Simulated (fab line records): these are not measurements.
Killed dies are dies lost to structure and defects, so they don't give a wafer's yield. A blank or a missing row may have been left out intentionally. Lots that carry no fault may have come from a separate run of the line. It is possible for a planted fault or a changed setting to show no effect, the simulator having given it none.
fab line records :: flow n5Finfet
record:
  lots: 5
  wafers: 15
  lastDay: 18
route steps=1938 shown BEOL_M7@1281 PASSIVATION@1936
lots that met no fault: from a run of the same line without faults
startH: hours from the record's first day to the start of the lot's first wafer shown :: waitH: hours from the lot's prior step to this one :: " repeats the value in the row above :: L1.1+2: several wafers, shown together as one row :: - either no value or no given start :: * or withheld: withheld :: < > ~ a bound
route shown NAME@n: names a module that has steps shown in the file, with the first one's number in the route :: usual: mean and standard deviation over wafers with no fault :: same: alike in all rows :: chamber/n: place in a boat :: sites: per-site readings :: _std_site: the standard deviation of these :: _edge_site: outer sites' mean less inner sites' :: radiusMm: how far each site lies from the wafer's centre :: mask NAME#n: copy n :: behind: the last tool/chamber to shape the wafer :: hold: the reason the lot was held/the length of the hold in hours/how it ended :: device: the n, p or np transistor that did not switch :: end of line: the route-end tests of the same wafers :: a step given without rows: its recipe and nothing more :: killed: dies lost to structure and defects at the first sort, not the wafer's yield :: map: the dies of a wafer, with x for killed, . for not killed, _ for no die there
set.NAME: the setting as run; set.NAME@STEP: as run at that earlier step :: model.NAME: the simulator's own value behind a step, which no gauge read
lots at some steps of the route; a table a step, a row a wafer
services: from which hour (startH, from the record's first day; less than 0 if before it) a tool's chamber was out of use, for how many hours, and why
== steps ==
step: N5_BEOL_M7_ETCH_62
recipe:
  chemistry: N2/H2
  target: SOC
  targetDepthA: 1100
  overetchA: 220
  maskMaterial: SiARC
  tempC: 40
  timeS: 165
  ionEnergyEv: 200
  pressureMtorr: 30
  sourceW: 840
  biasW: 150
  n2FlowSccm: 200
  h2FlowSccm: 200
step: N5_BEOL_M7_STRIP_68
recipe:
  chemistry: N2/H2
  tempC: 40
  n2FlowSccm: 200
  h2FlowSccm: 200
  rfFrequencyHz: 6e+07
step: N5_BEOL_M7_STRIP_67
recipe:
  chemistry: CF4
  resist: SiARC
  powerW: 300
  biasPowerW: 75
  pressureMtorr: 50
  cf4FlowSccm: 150
  rfFrequencyHz: 6e+07
step: N5_BEOL_M7_HM_OPEN_17
recipe:
  chemistry: Cl2/BCl3
  targetDepthA: 200
  overetchA: 60
  target: TiN
  maskMaterial: SOC
  ionEnergyEv: 150
  pressureMtorr: 10
  icpW: 1000
  biasW: 126
  Cl2_flow_sccm: 53.25
  bcl3FlowSccm: 21.75
  Ar_flow_sccm: 25
step: N5_BEOL_M7_STRIP_19
recipe:
  chemistry: O2
  powerW: 400
  tempC: 40
  pressureMtorr: 30
  rfFrequencyHz: 6e+07
  biasPowerW: 0
  overashFraction: 0.2
  o2FlowSccm: 225
step: N5_BEOL_M7_COAT_63
recipe:
  resist: SOC
  tempC: 250
  timeS: 60
  spinRpm: 1500
  resistThkNm: 60
step: N5_BEOL_M7_COAT_64
recipe:
  resist: SiARC
  tempC: 220
  timeS: 60
  spinRpm: 1500
  resistThkNm: 12
step: N5_BEOL_M7_COAT_71
recipe:
  resist: underlayer
  tempC: 205
  timeS: 60
  spinRpm: 1500
  resistThkNm: 5
step: N5_BEOL_M7_COAT_22
recipe:
  resist: CAR-EUV
  spinRpm: 1500
  resistThkNm: 30
step: N5_BEOL_M7_EBR_24
recipe:
  solvent: PGMEA
  ebrWidthMm: 1.5
step: N5_BEOL_M7_SOFTBAKE_23
recipe:
  tempC: 110
  timeS: 60
  resist: CAR-EUV
step: N5_BEOL_M7_EXPOSE_25
recipe:
  maskId: V6
  na: 0.33
  sourceShape: annular
  sigmaInner: 0.4
  sigmaOuter: 0.8
  polarization: unpolarized
  targetCdNm: 40
  doseMj: 42.5
usual:
  exposureDoseMJCm2: 42.46/0.048
lot.wafer: L865.2
tool: euvScanner-02
chamber: 0
startH: 192.47
waitH: -
mask: V6#0
exposureDoseMJCm2: 42.44

lot.wafer: L865.3
tool: euvScanner-02
chamber: 0
startH: 192.47
waitH: -
mask: V6#0
exposureDoseMJCm2: 42.48

lot.wafer: L865.6
tool: euvScanner-02
chamber: 0
startH: 192.47
waitH: -
mask: V6#0
exposureDoseMJCm2: 42.46

lot.wafer: L882.1
tool: euvScanner-01
chamber: 0
startH: 302.45
waitH: -
mask: V6#0
exposureDoseMJCm2: 42.45

lot.wafer: L882.4
tool: euvScanner-01
chamber: 0
startH: 302.45
waitH: -
mask: V6#0
exposureDoseMJCm2: 42.49

lot.wafer: L882.6
tool: euvScanner-01
chamber: 0
startH: 302.45
waitH: -
mask: V6#0
exposureDoseMJCm2: 42.53

lot.wafer: L883.1
tool: euvScanner-01
chamber: 0
startH: 306.85
waitH: -
mask: V6#0
exposureDoseMJCm2: 41.43

lot.wafer: L883.3
tool: euvScanner-01
chamber: 0
startH: 306.85
waitH: -
mask: V6#0
exposureDoseMJCm2: 41.45

lot.wafer: L883.5
tool: euvScanner-01
chamber: 0
startH: 306.85
waitH: -
mask: V6#0
exposureDoseMJCm2: 41.48

lot.wafer: L886.2
tool: euvScanner-01
chamber: 0
startH: 330.93
waitH: -
mask: V6#0
exposureDoseMJCm2: 41.91

lot.wafer: L886.4
tool: euvScanner-01
chamber: 0
startH: 330.93
waitH: -
mask: V6#0
exposureDoseMJCm2: 41.82

lot.wafer: L886.6
tool: euvScanner-01
chamber: 0
startH: 330.93
waitH: -
mask: V6#0
exposureDoseMJCm2: 41.87

lot.wafer: L887.2
tool: euvScanner-01
chamber: 0
startH: 336.54
waitH: -
mask: V6#0
exposureDoseMJCm2: 42.12

lot.wafer: L887.4
tool: euvScanner-01
chamber: 0
startH: 336.54
waitH: -
mask: V6#0
exposureDoseMJCm2: 42.10

lot.wafer: L887.6
tool: euvScanner-01
chamber: 0
startH: 336.54
waitH: -
mask: V6#0
exposureDoseMJCm2: 42.12
step: N5_BEOL_M7_PEB_26
recipe:
  pebTempC: 100
  pebTimeS: 60
  resist: CAR-EUV
step: N5_BEOL_M7_DEVELOP_27
recipe:
  developTimeS: 30
  developer: TMAH
  resist: CAR-EUV
  rinseLiquid: surfactantRinse
  dry: airSpin
  devTempC: 23
step: N5_BEOL_M7_DESCUM_33
recipe:
  chemistry: O2
  timeS: 7
  sourcePowerW: 50
  biasPowerW: 20
  pressureMtorr: 20
  rfFrequencyHz: 2.712e+07
  tempC: 40
  resist: CAR-EUV
  o2FlowSccm: 225
usual:
  drypumpMotorCurrentA: 5.5/0.51
  o2FlowSccm: 225.0/0.64
  oesProductAu: 0.76/0.067
  rfVppV: 242.8/1.6
  showerheadPlenumPTorr: 2.07/0.092
  throttleValvePct: 20.34/0.17
lot.wafer: L865.2
tool: rieDiel-01
chamber: 0
startH: 193.31
waitH: 0.6
drypumpMotorCurrentA: 5.4
o2FlowSccm: 225.4
oesProductAu: 0.78
rfHoursCounterH: 112
rfVppV: 241.4
showerheadPlenumPTorr: 1.93
throttleValvePct: 20.23
model.BEOL_M7.cdNm: 40.2

lot.wafer: L865.3
tool: rieDiel-01
chamber: 2
startH: 193.31
waitH: 0.6
drypumpMotorCurrentA: 6.3
o2FlowSccm: 224.4
oesProductAu: 0.73
rfHoursCounterH: 162
rfVppV: 244.6
showerheadPlenumPTorr: 2.09
throttleValvePct: 20.33
model.BEOL_M7.cdNm: 40.2

lot.wafer: L865.6
tool: rieDiel-01
chamber: 1
startH: 193.31
waitH: 0.6
drypumpMotorCurrentA: 4.7
o2FlowSccm: 225.2
oesProductAu: 0.70
rfHoursCounterH: -
rfVppV: 244.3
showerheadPlenumPTorr: 2.16
throttleValvePct: 20.63
model.BEOL_M7.cdNm: 40

lot.wafer: L882.1
tool: rieDiel-02
chamber: 0
startH: 302.93
waitH: 0.3
drypumpMotorCurrentA: 5.2
o2FlowSccm: 224.7
oesProductAu: 0.82
rfHoursCounterH: 83
rfVppV: 246.0
showerheadPlenumPTorr: 2.21
throttleValvePct: 20.18
model.BEOL_M7.cdNm: 40

lot.wafer: L882.4
tool: rieDiel-02
chamber: 1
startH: 302.93
waitH: 0.3
drypumpMotorCurrentA: 6.3
o2FlowSccm: 225.2
oesProductAu: 0.74
rfHoursCounterH: 185
rfVppV: 242.8
showerheadPlenumPTorr: 1.99
throttleValvePct: 20.29
model.BEOL_M7.cdNm: 40

lot.wafer: L882.6
tool: rieDiel-02
chamber: 0
startH: 302.93
waitH: 0.3
drypumpMotorCurrentA: 5.2
o2FlowSccm: 225.1
oesProductAu: 0.81
rfHoursCounterH: -
rfVppV: 246.0
showerheadPlenumPTorr: 2.21
throttleValvePct: 20.17
model.BEOL_M7.cdNm: 40

lot.wafer: L883.1
tool: rieDiel-02
chamber: 2
startH: 307.10
waitH: 0.0
drypumpMotorCurrentA: 5.0
o2FlowSccm: 225.5
oesProductAu: 0.72
rfHoursCounterH: 199
rfVppV: 241.3
showerheadPlenumPTorr: 1.98
throttleValvePct: 20.34
model.BEOL_M7.cdNm: 39.6

lot.wafer: L883.3
tool: rieDiel-02
chamber: 3
startH: 307.10
waitH: 0.0
drypumpMotorCurrentA: 5.9
o2FlowSccm: 224.0
oesProductAu: 0.74
rfHoursCounterH: 176
rfVppV: 243.8
showerheadPlenumPTorr: 2.09
throttleValvePct: 20.42
model.BEOL_M7.cdNm: 39.4

lot.wafer: L883.5
tool: rieDiel-02
chamber: 1
startH: 307.10
waitH: 0.0
drypumpMotorCurrentA: 6.3
o2FlowSccm: 223.2
oesProductAu: 0.74
rfHoursCounterH: -
rfVppV: 240.3
showerheadPlenumPTorr: 1.99
throttleValvePct: 20.28
model.BEOL_M7.cdNm: 39.6

lot.wafer: L886.2
tool: rieDiel-06
chamber: 1
startH: 331.44
waitH: 0.3
drypumpMotorCurrentA: 4.9
o2FlowSccm: 225.3
oesProductAu: 0.73
rfHoursCounterH: 195
rfVppV: 241.8
showerheadPlenumPTorr: 1.99
throttleValvePct: 20.52
model.BEOL_M7.cdNm: 39.6

lot.wafer: L886.4
tool: rieDiel-06
chamber: 0
startH: 331.44
waitH: 0.3
drypumpMotorCurrentA: 5.5
o2FlowSccm: 224.6
oesProductAu: 0.70
rfHoursCounterH: 205
rfVppV: 242.1
showerheadPlenumPTorr: 2.06
throttleValvePct: 20.77
model.BEOL_M7.cdNm: 39.6

lot.wafer: L886.6
tool: rieDiel-06
chamber: 1
startH: 331.44
waitH: 0.3
drypumpMotorCurrentA: 5.0
o2FlowSccm: 224.8
oesProductAu: 0.72
rfHoursCounterH: -
rfVppV: 241.1
showerheadPlenumPTorr: 1.99
throttleValvePct: 20.54
model.BEOL_M7.cdNm: 39.8

lot.wafer: L887.2
tool: rieDiel-02
chamber: 1
startH: 336.79
waitH: 0.0
drypumpMotorCurrentA: 6.3
o2FlowSccm: 225.7
oesProductAu: 0.74
rfHoursCounterH: 197
rfVppV: 242.7
showerheadPlenumPTorr: 1.99
throttleValvePct: 20.30
model.BEOL_M7.cdNm: 39.8

lot.wafer: L887.4
tool: rieDiel-02
chamber: 2
startH: 336.79
waitH: 0.0
drypumpMotorCurrentA: 5.1
o2FlowSccm: 225.5
oesProductAu: 0.71
rfHoursCounterH: 207
rfVppV: 241.1
showerheadPlenumPTorr: 1.98
throttleValvePct: 20.35
model.BEOL_M7.cdNm: 39.8

lot.wafer: L887.6
tool: rieDiel-02
chamber: 0
startH: 336.79
waitH: 0.0
drypumpMotorCurrentA: 5.3
o2FlowSccm: 225.2
oesProductAu: 0.82
rfHoursCounterH: -
rfVppV: 243.4
showerheadPlenumPTorr: 2.21
throttleValvePct: 20.18
model.BEOL_M7.cdNm: 40
step: N5_BEOL_M7_ETCH_72
recipe:
  chemistry: N2/H2
  target: underlayer
  targetDepthA: 65
  maskMaterial: CAR-EUV
  timeS: 5.2
  ionEnergyEv: 200
  pressureMtorr: 30
  sourceW: 840
  biasW: 150
  n2FlowSccm: 200
  h2FlowSccm: 200
  ends: cleared
step: N5_BEOL_M7_ETCH_65
recipe:
  chemistry: CF4
  target: SiARC
  targetDepthA: 156
  maskMaterial: CAR-EUV
  timeS: 26
  ionEnergyEv: 80
  pressureMtorr: 40
  sourceW: 545
  biasW: 36
  Ar_flow_sccm: 100
  cf4FlowSccm: 100
  ends: cleared
step: N5_BEOL_M7_ETCH_66
recipe:
  chemistry: N2/H2
  target: SOC
  targetDepthA: 800
  overetchA: 160
  maskMaterial: SiARC
  tempC: 40
  timeS: 120
  ionEnergyEv: 200
  pressureMtorr: 30
  sourceW: 840
  biasW: 150
  n2FlowSccm: 200
  h2FlowSccm: 200
step: N5_BEOL_M7_STRIP_69
recipe:
  chemistry: N2/H2
  tempC: 40
  n2FlowSccm: 200
  h2FlowSccm: 200
  rfFrequencyHz: 6e+07
step: N5_BEOL_M7_STRIP_73
recipe:
  chemistry: N2/H2
  tempC: 40
  n2FlowSccm: 200
  h2FlowSccm: 200
  rfFrequencyHz: 6e+07
step: N5_BEOL_M7_VIA_ETCH_34
recipe:
  chemistry: C4F6/O2
  target: SiCOH_lowk
  targetDepthA: 1255
  maskMaterial: SOC
  taperDeg: 4
  timeS: 50.5
  ionEnergyEv: 250
  pressureMtorr: 30
  sourceW: 345
  biasW: 185
  Ar_flow_sccm: 300
  C4F6_flow_sccm: 10
  O2_flow_sccm: 10
usual:
  drypumpMotorCurrentA: 5.5/0.51
  oesProductAu: 0.76/0.068
  rfVppV: 664/6
  showerheadPlenumPTorr: 2.82/0.12
  throttleValvePct: 20.81/0.2
lot.wafer: L865.2
tool: rieDiel-01
chamber: 0
startH: 193.49
waitH: 0.0
drypumpMotorCurrentA: 5.4
oesProductAu: 0.79
rfHoursCounterH: 112
rfVppV: 659
showerheadPlenumPTorr: 2.65
throttleValvePct: 20.70
model.BEOL_M7.cdNm: 40.2

lot.wafer: L865.3
tool: rieDiel-01
chamber: 2
startH: 193.49
waitH: 0.0
drypumpMotorCurrentA: 6.3
oesProductAu: 0.72
rfHoursCounterH: 162
rfVppV: 665
showerheadPlenumPTorr: 2.83
throttleValvePct: 20.69
model.BEOL_M7.cdNm: 40.4

lot.wafer: L865.6
tool: rieDiel-01
chamber: 1
startH: 193.49
waitH: 0.0
drypumpMotorCurrentA: 4.7
oesProductAu: 0.70
rfHoursCounterH: -
rfVppV: 667
showerheadPlenumPTorr: 2.95
throttleValvePct: 21.21
model.BEOL_M7.cdNm: 40.2

lot.wafer: L882.1
tool: rieDiel-02
chamber: 0
startH: 303.11
waitH: 0.0
drypumpMotorCurrentA: 5.3
oesProductAu: 0.81
rfHoursCounterH: 84
rfVppV: 669
showerheadPlenumPTorr: 2.99
throttleValvePct: 20.60
model.BEOL_M7.cdNm: 40

lot.wafer: L882.4
tool: rieDiel-02
chamber: 1
startH: 303.11
waitH: 0.0
drypumpMotorCurrentA: 6.3
oesProductAu: 0.75
rfHoursCounterH: 185
rfVppV: 658
showerheadPlenumPTorr: 2.71
throttleValvePct: 20.71
model.BEOL_M7.cdNm: 39.6

lot.wafer: L882.6
tool: rieDiel-02
chamber: 0
startH: 303.11
waitH: 0.0
drypumpMotorCurrentA: 5.3
oesProductAu: 0.82
rfHoursCounterH: -
rfVppV: 669
showerheadPlenumPTorr: 2.99
throttleValvePct: 20.61
model.BEOL_M7.cdNm: 40.2

lot.wafer: L883.1
tool: rieDiel-02
chamber: 2
startH: 307.29
waitH: 0.0
drypumpMotorCurrentA: 5.1
oesProductAu: 0.71
rfHoursCounterH: 199
rfVppV: 659
showerheadPlenumPTorr: 2.71
throttleValvePct: 20.86
model.BEOL_M7.cdNm: 39.6

lot.wafer: L883.3
tool: rieDiel-02
chamber: 3
startH: 307.29
waitH: 0.0
drypumpMotorCurrentA: 5.9
oesProductAu: 0.73
rfHoursCounterH: 177
rfVppV: 669
showerheadPlenumPTorr: 2.84
throttleValvePct: 20.89
model.BEOL_M7.cdNm: 39.2

lot.wafer: L883.5
tool: rieDiel-02
chamber: 1
startH: 307.29
waitH: 0.0
drypumpMotorCurrentA: 6.3
oesProductAu: 0.75
rfHoursCounterH: -
rfVppV: 660
showerheadPlenumPTorr: 2.71
throttleValvePct: 20.70
model.BEOL_M7.cdNm: 39.4

lot.wafer: L886.2
tool: rieDiel-06
chamber: 1
startH: 331.62
waitH: 0.0
drypumpMotorCurrentA: 5.0
oesProductAu: 0.72
rfHoursCounterH: 195
rfVppV: 652
showerheadPlenumPTorr: 2.72
throttleValvePct: 20.97
model.BEOL_M7.cdNm: 39.6

lot.wafer: L886.4
tool: rieDiel-06
chamber: 0
startH: 331.62
waitH: 0.0
drypumpMotorCurrentA: 5.5
oesProductAu: 0.69
rfHoursCounterH: 205
rfVppV: 677
showerheadPlenumPTorr: 2.83
throttleValvePct: 21.32
model.BEOL_M7.cdNm: 39.6

lot.wafer: L886.6
tool: rieDiel-06
chamber: 1
startH: 331.62
waitH: 0.0
drypumpMotorCurrentA: 5.0
oesProductAu: 0.72
rfHoursCounterH: -
rfVppV: 652
showerheadPlenumPTorr: 2.72
throttleValvePct: 20.97
model.BEOL_M7.cdNm: 39.8

lot.wafer: L887.2
tool: rieDiel-02
chamber: 1
startH: 336.97
waitH: 0.0
drypumpMotorCurrentA: 6.3
oesProductAu: 0.73
rfHoursCounterH: 197
rfVppV: 659
showerheadPlenumPTorr: 2.71
throttleValvePct: 20.71
model.BEOL_M7.cdNm: 39.8

lot.wafer: L887.4
tool: rieDiel-02
chamber: 2
startH: 336.97
waitH: 0.0
drypumpMotorCurrentA: 5.1
oesProductAu: 0.70
rfHoursCounterH: 208
rfVppV: 662
showerheadPlenumPTorr: 2.71
throttleValvePct: 20.89
model.BEOL_M7.cdNm: 39.8

lot.wafer: L887.6
tool: rieDiel-02
chamber: 0
startH: 336.97
waitH: 0.0
drypumpMotorCurrentA: 5.3
oesProductAu: 0.80
rfHoursCounterH: -
rfVppV: 669
showerheadPlenumPTorr: 2.99
throttleValvePct: 20.60
model.BEOL_M7.cdNm: 40
step: N5_BEOL_M7_STRIP_76
recipe:
  chemistry: C4F6/O2
  resist: SiARC
  rfFrequencyHz: 6e+07
step: N5_PASSIVATION_PROBE_49
usual:
  defectLimitedYield: 91.2/1.4
  killed_at_M0_to_M3: 35/11
  killed_at_M4_up: 12/4.2
  killedAtContacts: 13/5.6
  killedAtFrontEnd: 40/12
  killedAtOther: 3.3/2.6
  killedDies: 103/17
  killedOnRim: 14/4.5
  killedOpen: 68/12
  killedShort: 34/7.6
  sort_bin_5_function: 5.1/0.95
  sort_bin_6_memory: 3.3/0.68
  sortNPass: 1077/17
  sortYieldPct: 91.2/1.4
same:
  grossDies: 1180
  killedAtBackSide: 0
  sort_bin_4_leakage[%]: 0
  sort_bin_8_speed[%]: 0
lot.wafer: L883.1
tool: prober-01
chamber: -
startH: 379.25
waitH: 0.0
defectLimitedYield[%]: 91.7
killed_at_M0_to_M3: 49
killed_at_M4_up: 16
killedAtContacts: 4
killedAtFrontEnd: 23
killedAtOther: 6
killedDies: 98
killedOnRim: 18
killedOpen: 59
killedShort: 32
sort_bin_5_function[%]: 4.8
sort_bin_6_memory[%]: 3.1
sortNPass: 1082
sortYieldPct[%]: 91.7

lot.wafer: L883.3
tool: prober-01
chamber: -
startH: 379.35
waitH: 0.1
defectLimitedYield[%]: 91.0
killed_at_M0_to_M3: 34
killed_at_M4_up: 16
killedAtContacts: 8
killedAtFrontEnd: 45
killedAtOther: 3
killedDies: 106
killedOnRim: 13
killedOpen: 70
killedShort: 29
sort_bin_5_function[%]: 5.8
sort_bin_6_memory[%]: 3.0
sortNPass: 1074
sortYieldPct[%]: 91.0

lot.wafer: L883.5
tool: prober-01
chamber: -
startH: 379.45
waitH: 0.2
defectLimitedYield[%]: 90.8
killed_at_M0_to_M3: 37
killed_at_M4_up: 12
killedAtContacts: 7
killedAtFrontEnd: 51
killedAtOther: 2
killedDies: 109
killedOnRim: 8
killedOpen: 76
killedShort: 23
sort_bin_5_function[%]: 5.8
sort_bin_6_memory[%]: 3.3
sortNPass: 1071
sortYieldPct[%]: 90.8
killed by level:class
L883.1 BEOL_M0_SAQP:geometricParticle:open=15 BEOL_M0_SAQP:geometricParticle:short=14 STI_FIN_REVEAL:geometricParticle:open=8 BEOL_M4:geometricParticle:open=8 BEOL_M1:interfaceVoidOpened=6 BEOL_M3:geometricParticle:open=5 STARTING-WAFER:geometricParticle:open=4 FIN_SAQP:geometricParticle:short=3
L883.3 STI_FIN_REVEAL:geometricParticle:open=17 DUMMY_GATE:geometricParticle:open=8 BEOL_M2:geometricParticle:open=8 MOL_CONTACT_COAG:geometricParticle:open=7 BEOL_M1:interfaceVoidOpened=6 BEOL_M3:geometricParticle:open=6 BEOL_M1:geometricParticle:open=5 STI_FIN_REVEAL:geometricParticle:short=4
L883.5 STI_FIN_REVEAL:geometricParticle:open=16 BEOL_M2:geometricParticle:open=10 BEOL_M1:interfaceVoidOpened=8 FIN_SAQP:geometricParticle:open=6 DUMMY_GATE:geometricParticle:open=6 GATE_CUT:geometricParticle:short=6 MOL_CONTACT_COAG:geometricParticle:open=6 BEOL_M1:geometricParticle:open=6
== services ==
tool: euvScanner-01
chamber: 0
startH: 207.81
hours: -
kind: calibration

tool: euvScanner-01
chamber: -
startH: 209.69
hours: 0.2
kind: repair

tool: euvScanner-01
chamber: -
startH: 210.00
hours: 1.0
kind: pm

tool: euvScanner-02
chamber: -
startH: 211.03
hours: 4.6
kind: pm

tool: euvScanner-01
chamber: -
startH: 215.63
hours: 4.6
kind: pm

tool: euvScanner-02
chamber: -
startH: 220.23
hours: 1.0
kind: pm

tool: rieDiel-01
chamber: 2
startH: 235.65
hours: 2.4
kind: repair

tool: rieDiel-01
chamber: 3
startH: 236.99
hours: 5.4
kind: repair

tool: euvScanner-02
chamber: -
startH: 242.27
hours: 17.3
kind: pm

tool: rieDiel-01
chamber: 3
startH: 242.70
hours: -
kind: clean

tool: rieDiel-01
chamber: 3
startH: 242.70
hours: -
kind: consumableReplace:esc

tool: rieDiel-01
chamber: 3
startH: 242.70
hours: -
kind: consumableReplace:focusRing

tool: rieDiel-01
chamber: 3
startH: 242.70
hours: 18.6
kind: scheduledDown

tool: rieDiel-01
chamber: 3
startH: 242.70
hours: 18.6
kind: ventCycle

tool: euvScanner-01
chamber: -
startH: 262.12
hours: 1.0
kind: pm

tool: euvScanner-02
chamber: -
startH: 274.54
hours: 1.0
kind: pm

tool: rieDiel-01
chamber: 0
startH: 277.94
hours: 1.8
kind: repair

tool: rieDiel-01
chamber: 3
startH: 279.67
hours: 7.2
kind: repair

tool: rieDiel-02
chamber: 3
startH: 292.71
hours: 8.2
kind: repair

tool: rieDiel-02
chamber: 2
startH: 316.58
hours: 4.0
kind: repair

tool: euvScanner-01
chamber: -
startH: 318.27
hours: 1.0
kind: pm

tool: euvScanner-02
chamber: -
startH: 325.93
hours: 4.7
kind: repair

tool: euvScanner-02
chamber: -
startH: 330.69
hours: 1.0
kind: pm

tool: euvScanner-02
chamber: -
startH: 334.60
hours: 0.5
kind: repair
== key ==
firstSign:
  step: N5_BEOL_M7_EXPOSE_25
  reading: exposureDoseMJCm2
  direction: down
  sigmas: 14
  usual: 42.46
  struck: 41.81
effect none on later readings
modelEffect:
  step: N5_BEOL_M7_DESCUM_33
  value: BEOL_M7.cdNm
  without: 40.04
  struck: 39.69
modelEffect:
  step: N5_BEOL_M7_VIA_ETCH_34
  value: BEOL_M7.cdNm
  without: 40
  struck: 39.64
metAt N5_BEOL_M7_EXPOSE_25
struckWafers L883.1,L883.3,L883.5,L886.2,L886.4,L886.6,L887.2,L887.4,L887.6
loopTrim:
  step: N5_BEOL_M7_EXPOSE_25
  setting: dose
  lots: L886,L887
onsetBetween 302.45 306.85
earlierFault:
  kind: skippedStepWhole
  tool: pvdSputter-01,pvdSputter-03
  chamber: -
  onsetH: 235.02
  steps: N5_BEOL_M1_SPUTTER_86
  scope: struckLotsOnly
earlierFault:
  kind: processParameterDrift
  tool: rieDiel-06
  chamber: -
  onsetH: 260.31
  steps: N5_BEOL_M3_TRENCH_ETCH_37
  channel: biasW
  offset: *
  shape: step
  actsIn: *
  stated: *
fault:
  kind: processParameterDrift
  tool: euvScanner-01
  chamber: -
  onsetH: 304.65
  steps: N5_BEOL_M7_EXPOSE_25
  channel: doseMj
  offset: -1.0205
  shape: step
  actsIn: theseRecipesOnly
  stated: 42.5
loopTrim: a control loop set the setting to another value than it would have without faults
